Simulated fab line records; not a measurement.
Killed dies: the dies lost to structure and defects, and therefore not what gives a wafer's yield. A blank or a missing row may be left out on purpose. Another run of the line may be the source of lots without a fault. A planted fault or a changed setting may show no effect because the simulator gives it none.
Chamber matching | flow n5 finfet | 4 sister chambers for N5_BEOL_M2_ETCH_74 on rie diel-01
The step etches underlayer in N2/H2, target depth 6.5 nm, time 5.2 s. 4 wafers are shown with their chamber, then 7 later ones without.

WAFERS WITH THEIR CHAMBER
wafer  | chamber | showerhead plenum p Torr (Torr)
L084.1 | 2       | 2.71
L084.6 | 0       | 2.50
L086.3 | 1       | 2.50
L086.4 | 3       | 2.69

WAFERS WITHOUT THEIR CHAMBER
wafer  | showerhead plenum p Torr (Torr)
L086.5 | 2.70
L093.1 | 2.69
L093.4 | 2.49
L093.5 | 2.49
L096.1 | 2.70
L096.3 | 2.49
L096.5 | 2.70

THE CHAMBER EACH PASSED THROUGH
wafer  | from the rows above     | in truth
L086.5 | can't be placed: 2 or 3 | 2
L093.1 | 3                       | 3
L093.4 | can't be placed: 0 or 1 | 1
L093.5 | can't be placed: 0 or 1 | 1
L096.1 | can't be placed: 2 or 3 | 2
L096.3 | can't be placed: 0 or 1 | 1
L096.5 | can't be placed: 2 or 3 | 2
Correctly placed: 1 of 7. Not placeable from these rows: 6 (in 6, the candidates include the true chamber). Number placed wrongly: 0.
How it was worked out, from the rows above alone: a wafer's distance from a chamber is the root of the sum, over the readings, of the square of ((its reading less the chamber's mean) divided by the reading's scatter). If the next closest chamber is less than 2 further off than the closest, the wafer can't be placed; otherwise it belongs to the closest. A chamber's mean is the mean of its shown wafers. The scatter (one wafer shown for each chamber): square how far every hidden wafer sits from the nearest shown wafer, average those squares and take the square root.
